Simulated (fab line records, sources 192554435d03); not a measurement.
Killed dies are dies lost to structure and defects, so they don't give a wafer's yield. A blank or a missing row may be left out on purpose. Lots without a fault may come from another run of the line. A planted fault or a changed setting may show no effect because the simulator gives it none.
fab line records | flow n5_finfet | part 1 of 2: steps 1 to 3 of 6
record lots=21 wafers=63 last_day=18
route steps=1938 shown GATE_CUT@491
lots that met no fault: from a run of the same line without faults
start_h: hours from the record's first day to the start of the lot's first wafer shown | wait_h: hours since the lot's step before | " the same as in the row above | L1.1+2: a row that stands for several wafers | - no value, or no start given | * or withheld: withheld | < > ~ a bound
route shown NAME@n: a module of which the file shows steps, and the number in the route of the first | usual: mean/standard deviation of fault-free wafers | same: alike in all rows | chamber/n: place in a boat | sites: the reading at each site | _std_site: their standard deviation | _edge_site: outer sites' mean less inner sites' | radius_mm: how far each site lies from the wafer's centre | mask NAME#n: copy n | behind: the tool/chamber that last shaped the wafer | hold: why the lot was held/for how many hours/how that ended | device: the transistor (n, p or np) that didn't switch | end of line: the same wafers' tests at the end of the route | a step without rows: its recipe alone | killed: dies lost to structure and defects at the first sort, not the wafer's yield | map: a wafer's dies, x killed, . not, _ none there
set.NAME: the setting as run; set.NAME@STEP: as run at that earlier step | model.NAME: the simulator's own value behind a step, which no gauge read
steps of the route over a sample of lots; a table a step, a row a wafer
services: from which hour (start_h, from the record's first day; less than 0 if before it) a tool's chamber was out of use, for how many hours, and why
## steps
# step N5_GATE_CUT_ETCH_28
# recipe chemistry=N2/H2 target=underlayer target_depth_a=130 mask_material=CAR-EUV time_s=10.4 ion_energy_ev=200 pressure_mtorr=30 source_w=840 bias_w=150 n2_flow_sccm=200 h2_flow_sccm=200 ends=cleared
# usual drypump_motor_current_A=5.8/0.64 etch_rf_on_time_s=10.36/0.12 oes_product_au=0.67/0.086 rf_vpp_V=524.2/2.8 showerhead_plenum_p_Torr=2.55/0.1 throttle_valve_pct=17.84/0.23
# columns lot.wafer tool chamber start_h wait_h drypump_motor_current_A etch_rf_on_time_s oes_product_au rf_hours_counter_h rf_vpp_V showerhead_plenum_p_Torr throttle_valve_pct
L074.3 rie_diel-01 0 87.68 0.0 5.9 10.48 0.57 248 520.4 2.40 17.92
L074.4 " 2 " " 6.6 10.42 0.59 220 523.6 2.51 18.21
L074.5 " 1 " " 4.7 10.49 0.59 - 526.0 2.62 18.15
L075.1 rie_diel-01 0 93.18 0.0 5.8 10.53 0.57 250 519.3 2.39 17.89
L075.3 " 3 " " 6.2 10.29 0.69 78 521.1 2.47 17.61
L075.6 " 2 " " 6.6 10.29 0.60 - 523.3 2.51 18.20
L076.1 rie_diel-04 2 98.34 0.0 6.2 10.24 0.62 208 523.4 2.52 18.01
L076.3 " 1 " " 5.4 10.46 0.59 235 527.1 2.60 18.00
L076.4 " 3 " " 6.7 10.27 0.61 184 521.4 2.42 17.58
L077.1 rie_diel-04 3 102.10 0.0 6.7 10.35 0.61 185 521.2 2.42 17.57
L077.3 " 0 " " 5.4 10.45 0.67 132 526.6 2.66 18.03
L077.6 " 3 " " 6.8 10.37 0.60 - 519.9 2.42 17.58
L078.1 rie_diel-01 2 114.88 0.0 6.5 10.41 0.58 229 523.9 2.51 18.22
L078.4 " 2 " " 6.5 10.40 0.59 - 521.6 2.51 18.23
L078.5 " 1 " " 4.7 10.66 0.58 - 525.2 2.62 18.19
L079.1 rie_diel-03 2 116.18 0.0 5.5 10.35 0.64 169 523.2 2.53 18.08
L079.4 " 3 " " 6.4 10.50 0.59 248 519.2 2.39 17.89
L079.6 " 0 " " 5.1 10.29 0.64 - 522.1 2.44 17.65
L080.1 rie_diel-03 0 120.97 0.0 5.2 10.32 0.64 151 522.1 2.44 17.65
L080.3 " 2 " " 5.5 10.46 0.64 170 524.8 2.53 18.09
L080.5 " 2 " " 5.5 10.32 0.63 - 524.1 2.53 18.05
L081.1 rie_diel-04 3 127.11 0.0 6.8 10.24 0.61 190 520.7 2.42 17.60
L081.2 " 0 " " 5.4 10.25 0.68 138 528.0 2.66 18.05
L081.5 " 3 " " 6.8 10.35 0.61 - 519.8 2.42 17.60
L082.1 rie_diel-04 1 137.84 0.0 5.4 10.42 0.59 248 524.4 2.60 18.03
L082.5 " 0 " " 5.4 10.46 0.67 - 525.6 2.66 18.05
L082.6 " 3 " " 6.8 10.33 0.60 - 521.1 2.42 17.61
L083.4 rie_diel-01 3 143.01 0.0 6.2 10.39 0.68 94 522.6 2.46 17.65
L083.5 " 0 " " 5.9 10.20 0.84 - 527.6 2.71 17.51
L083.6 " 3 " " 6.2 10.34 0.68 - 521.7 2.46 17.64
L085.2 rie_diel-04 3 157.97 0.0 6.8 10.34 0.59 206 520.4 2.41 17.61
L085.4 " 0 " " 5.4 10.46 0.66 - 526.4 2.65 18.05
L085.6 " 2 " " 6.1 10.29 0.60 - 523.8 2.51 18.03
L086.1 rie_diel-04 0 159.55 0.0 5.4 10.43 0.66 151 526.5 2.65 18.07
L086.2 " 3 " " 6.8 10.36 0.59 206 520.2 2.41 17.63
L086.3 " 2 " " 6.1 10.49 0.61 219 522.2 2.51 18.03
L087.1 rie_diel-03 2 166.70 0.0 5.5 10.28 0.64 180 524.2 2.53 18.08
L087.2 " 3 " " 6.4 10.23 0.81 6 529.8 2.71 17.45
L087.6 " 1 " " 6.1 10.31 0.64 - 527.3 2.66 17.89
L088.1 rie_diel-04 3 167.86 0.0 6.7 10.29 0.59 210 519.4 2.41 17.62
L088.4 " 2 " " 6.1 10.42 0.61 - 524.2 2.51 18.04
L088.6 " 3 " " 6.8 10.33 0.59 - 520.1 2.41 17.63
L090.3 rie_diel-01 3 180.12 0.0 6.2 10.36 0.67 107 521.8 2.46 17.68
L090.4 " 0 " " 5.9 10.27 0.81 - 528.5 2.70 17.50
L090.5 " 3 " " 6.2 10.41 0.66 - 521.8 2.46 17.67
L091.2 rie_diel-01 3 186.89 0.0 6.2 10.45 0.66 109 520.7 2.46 17.67
L091.4 " 0 " " 5.9 10.30 0.80 - 528.1 2.70 17.52
L091.6 " 3 " " 6.2 10.42 0.66 - 520.5 2.46 17.66
L092.2 rie_diel-01 0 192.62 0.0 5.8 10.19 0.79 26 529.4 2.70 17.51
L092.3 " 1 " " 4.7 10.10 0.80 10 525.8 2.61 17.76
L092.5 " 3 " " 6.2 10.34 0.66 - 520.9 2.45 17.68
L093.1 rie_diel-01 1 202.73 0.0 4.7 10.22 0.80 12 524.0 2.61 17.79
L093.4 " 1 " " 4.7 10.22 0.80 - 527.4 2.61 17.78
L093.6 " 3 " " 6.2 10.43 0.66 - 522.1 2.45 17.66
L094.1 rie_diel-04 3 204.97 0.0 6.8 10.43 0.58 221 520.6 2.41 17.63
L094.3 " 0 " " 5.4 10.54 0.65 167 525.4 2.65 18.08
L094.4 " 1 " " 5.4 10.10 0.79 17 525.4 2.59 17.64
L095.2 rie_diel-03 1 216.10 0.0 6.1 10.52 0.62 152 529.0 2.65 17.91
L095.3 " 3 " " 6.4 10.46 0.76 22 528.8 2.70 17.49
L095.4 " 2 " " 5.5 10.46 0.62 197 523.3 2.52 18.11
L097.2 rie_diel-01 1 228.33 0.0 4.7 10.27 0.80 13 525.3 2.61 17.79
L097.3 " 0 " " 5.9 10.21 0.78 38 528.6 2.70 17.54
L097.4 " 2 " " 6.6 10.06 0.82 7 522.0 2.50 17.84
# step N5_GATE_CUT_ETCH_37
# recipe chemistry=N2/H2 target=SOC target_depth_a=600 overetch_a=120 mask_material=SiARC temp_c=40 time_s=90 ion_energy_ev=200 pressure_mtorr=30 source_w=840 bias_w=150 n2_flow_sccm=200 h2_flow_sccm=200
# usual drypump_motor_current_A=5.8/0.64 oes_product_au=0.70/0.085 rf_vpp_V=524.2/2.8 showerhead_plenum_p_Torr=2.55/0.1 throttle_valve_pct=17.81/0.23
# columns lot.wafer tool chamber start_h wait_h drypump_motor_current_A oes_product_au rf_hours_counter_h rf_vpp_V showerhead_plenum_p_Torr throttle_valve_pct
L074.3 rie_diel-01 0 87.73 0.0 5.9 0.60 248 520.0 2.40 17.88
L074.4 " 2 " " 6.6 0.62 220 522.9 2.51 18.19
L074.5 " 1 " " 4.7 0.63 - 525.0 2.62 18.16
L075.1 rie_diel-01 0 93.23 0.0 5.9 0.59 250 520.2 2.39 17.86
L075.3 " 3 " " 6.2 0.72 78 522.5 2.47 17.58
L075.6 " 2 " " 6.6 0.62 - 520.8 2.51 18.20
L076.1 rie_diel-04 2 98.39 0.0 6.1 0.64 208 524.0 2.52 17.98
L076.3 " 1 " " 5.4 0.63 235 526.6 2.60 17.98
L076.4 " 3 " " 6.7 0.63 184 521.5 2.42 17.56
L077.1 rie_diel-04 3 102.15 0.0 6.8 0.63 185 520.8 2.42 17.57
L077.3 " 0 " " 5.4 0.71 132 527.3 2.66 18.01
L077.6 " 3 " " 6.8 0.63 - 521.9 2.42 17.55
L078.1 rie_diel-01 2 114.93 0.0 6.6 0.63 229 524.0 2.51 18.20
L078.4 " 2 " " 6.6 0.62 - 521.8 2.51 18.20
L078.5 " 1 " " 4.7 0.61 - 525.6 2.62 18.17
L079.1 rie_diel-03 2 116.23 0.0 5.5 0.67 169 524.7 2.53 18.04
L079.4 " 3 " " 6.4 0.62 248 521.1 2.39 17.89
L079.6 " 0 " " 5.1 0.66 - 521.6 2.44 17.61
L080.1 rie_diel-03 0 121.02 0.0 5.1 0.67 151 519.8 2.44 17.61
L080.3 " 2 " " 5.5 0.67 170 523.5 2.53 18.04
L080.5 " 2 " " 5.5 0.66 - 523.1 2.53 18.03
L081.1 rie_diel-04 3 127.15 0.0 6.8 0.63 190 520.0 2.42 17.56
L081.2 " 0 " " 5.4 0.71 138 526.9 2.66 18.02
L081.5 " 3 " " 6.8 0.63 - 521.1 2.42 17.58
L082.1 rie_diel-04 1 137.89 0.0 5.4 0.61 248 524.3 2.60 18.00
L082.5 " 0 " " 5.4 0.70 - 526.1 2.66 18.01
L082.6 " 3 " " 6.8 0.62 - 522.7 2.42 17.56
L083.4 rie_diel-01 3 143.05 0.0 6.2 0.71 94 522.2 2.46 17.62
L083.5 " 0 " " 5.8 0.87 - 528.6 2.71 17.46
L083.6 " 3 " " 6.2 0.71 - 521.1 2.46 17.62
L085.2 rie_diel-04 3 158.02 0.0 6.8 0.62 206 521.3 2.41 17.59
L085.4 " 0 " " 5.4 0.70 - 525.6 2.65 18.02
L085.6 " 2 " " 6.1 0.63 - 522.4 2.51 18.02
L086.1 rie_diel-04 0 159.59 0.0 5.3 0.70 151 527.3 2.65 18.03
L086.2 " 3 " " 6.7 0.62 206 520.2 2.41 17.59
L086.3 " 2 " " 6.1 0.64 219 524.0 2.51 18.02
L087.1 rie_diel-03 2 166.74 0.0 5.5 0.66 180 523.5 2.53 18.06
L087.2 " 3 " " 6.5 0.83 6 527.9 2.71 17.41
L087.6 " 1 " " 6.1 0.66 - 527.2 2.66 17.86
L088.1 rie_diel-04 3 167.91 0.0 6.7 0.61 210 519.7 2.41 17.61
L088.4 " 2 " " 6.1 0.64 - 524.9 2.51 18.01
L088.6 " 3 " " 6.8 0.62 - 519.5 2.41 17.60
L090.3 rie_diel-01 3 180.17 0.0 6.3 0.69 107 522.9 2.46 17.63
L090.4 " 0 " " 5.9 0.84 - 528.0 2.70 17.47
L090.5 " 3 " " 6.3 0.69 - 521.1 2.46 17.64
L091.2 rie_diel-01 3 186.93 0.0 6.2 0.70 109 522.0 2.46 17.64
L091.4 " 0 " " 5.9 0.83 - 528.5 2.70 17.48
L091.6 " 3 " " 6.2 0.69 - 521.7 2.46 17.64
L092.2 rie_diel-01 0 192.66 0.0 5.9 0.83 26 527.6 2.70 17.51
L092.3 " 1 " " 4.7 0.83 10 526.3 2.61 17.76
L092.5 " 3 " " 6.2 0.69 - 523.7 2.45 17.65
L093.1 rie_diel-01 1 202.78 0.0 4.7 0.83 12 525.2 2.61 17.76
L093.4 " 1 " " 4.7 0.83 - 525.7 2.61 17.75
L093.6 " 3 " " 6.2 0.68 - 522.0 2.45 17.65
L094.1 rie_diel-04 3 205.02 0.0 6.8 0.61 221 520.0 2.41 17.62
L094.3 " 0 " " 5.4 0.68 167 527.2 2.65 18.06
L094.4 " 1 " " 5.4 0.81 17 524.9 2.59 17.61
L095.2 rie_diel-03 1 216.15 0.0 6.1 0.66 152 525.5 2.65 17.87
L095.3 " 3 " " 6.4 0.80 22 529.0 2.70 17.46
L095.4 " 2 " " 5.5 0.65 197 522.1 2.52 18.08
L097.2 rie_diel-01 1 228.38 0.0 4.7 0.83 13 524.8 2.61 17.76
L097.3 " 0 " " 5.9 0.80 38 528.8 2.70 17.51
L097.4 " 2 " " 6.6 0.84 7 522.9 2.50 17.80
# step N5_GATE_CUT_STRIP_41
# recipe chemistry=CF4 resist=SiARC power_w=300 bias_power_w=75 pressure_mtorr=50 cf4_flow_sccm=150 rf_frequency_hz=6e+07
# usual drypump_motor_current_A=5.8/0.62 oes_product_au=0.180/0.022 rf_vpp_V=271.3/1.6 showerhead_plenum_p_Torr=1.80/0.066 throttle_valve_pct=13.59/0.22
# columns lot.wafer tool chamber start_h wait_h drypump_motor_current_A oes_product_au rf_hours_counter_h rf_vpp_V showerhead_plenum_p_Torr throttle_valve_pct
L074.3 rie_diel-01 0 87.87 0.0 5.8 0.155 248 269.3 1.70 13.80
L074.4 " 2 " " 6.6 0.158 220 271.1 1.77 13.91
L074.5 " 1 " " 4.7 0.165 - 270.4 1.84 13.92
L075.1 rie_diel-01 0 93.37 0.0 5.9 0.157 250 269.0 1.70 13.79
L075.3 " 3 " " 6.2 0.186 78 270.6 1.74 13.32
L075.6 " 2 " " 6.5 0.164 - 271.6 1.77 13.90
L076.1 rie_diel-04 2 98.54 0.0 6.1 0.167 208 272.2 1.78 13.79
L076.3 " 1 " " 5.4 0.159 235 272.5 1.84 13.87
L076.4 " 3 " " 6.8 0.164 184 270.1 1.72 13.50
L077.1 rie_diel-04 3 102.29 0.0 6.8 0.167 185 269.6 1.72 13.51
L077.3 " 0 " " 5.4 0.184 132 272.3 1.87 13.68
L077.6 " 3 " " 6.8 0.172 - 269.6 1.72 13.51
L078.1 rie_diel-01 2 115.08 0.0 6.6 0.159 229 270.7 1.76 13.93
L078.4 " 2 " " 6.6 0.160 - 270.3 1.76 13.92
L078.5 " 1 " " 4.7 0.159 - 272.4 1.84 13.94
L079.1 rie_diel-03 2 116.37 0.0 5.5 0.166 169 269.3 1.79 13.69
L079.4 " 3 " " 6.4 0.165 248 269.7 1.70 13.72
L079.6 " 0 " " 5.1 0.173 - 270.0 1.73 13.50
L080.1 rie_diel-03 0 121.16 0.0 5.1 0.173 151 269.7 1.73 13.51
L080.3 " 2 " " 5.5 0.175 170 270.6 1.79 13.68
L080.5 " 2 " " 5.5 0.166 - 269.6 1.79 13.71
L081.1 rie_diel-04 3 127.30 0.0 6.7 0.158 190 268.1 1.72 13.54
L081.2 " 0 " " 5.4 0.180 138 273.2 1.87 13.68
L081.5 " 3 " " 6.8 0.164 - 268.9 1.72 13.51
L082.1 rie_diel-04 1 138.03 0.0 5.4 0.153 248 272.9 1.83 13.89
L082.5 " 0 " " 5.3 0.178 - 273.6 1.87 13.69
L082.6 " 3 " " 6.8 0.168 - 269.8 1.72 13.53
L083.4 rie_diel-01 3 143.20 0.0 6.2 0.188 94 270.0 1.74 13.36
L083.5 " 0 " " 5.9 0.226 - 273.1 1.91 13.24
L083.6 " 3 " " 6.2 0.188 - 269.8 1.74 13.35
L085.2 rie_diel-04 3 158.16 0.0 6.8 0.163 206 268.8 1.71 13.55
L085.4 " 0 " " 5.4 0.177 - 273.6 1.86 13.72
L085.6 " 2 " " 6.1 0.157 - 271.1 1.78 13.80
L086.1 rie_diel-04 0 159.74 0.0 5.4 0.183 151 273.8 1.86 13.70
L086.2 " 3 " " 6.7 0.159 206 268.6 1.71 13.57
L086.3 " 2 " " 6.1 0.161 219 271.5 1.78 13.79
L087.1 rie_diel-03 2 166.89 0.0 5.5 0.162 180 271.7 1.79 13.72
L087.2 " 3 " " 6.4 0.213 6 273.1 1.90 13.15
L087.6 " 1 " " 6.1 0.174 - 274.1 1.87 13.70
L088.1 rie_diel-04 3 168.05 0.0 6.8 0.154 210 269.1 1.71 13.57
L088.4 " 2 " " 6.1 0.164 - 271.0 1.78 13.82
L088.6 " 3 " " 6.8 0.157 - 269.3 1.71 13.56
L090.3 rie_diel-01 3 180.31 0.0 6.2 0.178 107 269.2 1.73 13.38
L090.4 " 0 " " 5.9 0.211 - 273.8 1.90 13.26
L090.5 " 3 " " 6.2 0.184 - 270.4 1.73 13.39
L091.2 rie_diel-01 3 187.08 0.0 6.2 0.180 110 269.7 1.73 13.39
L091.4 " 0 " " 5.9 0.210 - 273.2 1.90 13.29
L091.6 " 3 " " 6.2 0.175 - 269.7 1.73 13.41
L092.2 rie_diel-01 3 192.81 0.0 6.2 0.182 112 268.7 1.73 13.42
L092.3 " 3 " " 6.2 0.181 - 270.8 1.73 13.39
L092.5 " 0 " " 5.9 0.212 - 274.0 1.90 13.30
L093.1 rie_diel-01 1 202.92 0.0 4.7 0.213 12 272.4 1.83 13.41
L093.4 " 1 " " 4.7 0.220 - 270.9 1.83 13.41
L093.6 " 3 " " 6.2 0.183 - 270.9 1.73 13.42
L094.1 rie_diel-04 3 205.16 0.0 6.8 0.160 221 268.5 1.71 13.59
L094.3 " 0 " " 5.4 0.180 167 272.0 1.86 13.76
L094.4 " 1 " " 5.4 0.217 17 272.7 1.83 13.39
L095.2 rie_diel-03 1 216.29 0.0 6.1 0.169 152 272.3 1.87 13.74
L095.3 " 3 " " 6.4 0.202 22 273.7 1.90 13.16
L095.4 " 2 " " 5.5 0.170 197 270.0 1.78 13.73
L097.2 rie_diel-01 1 228.52 0.0 4.7 0.210 13 271.4 1.83 13.43
L097.3 " 0 " " 5.8 0.209 38 273.3 1.90 13.34
L097.4 " 2 " " 6.6 0.214 7 270.4 1.76 13.41
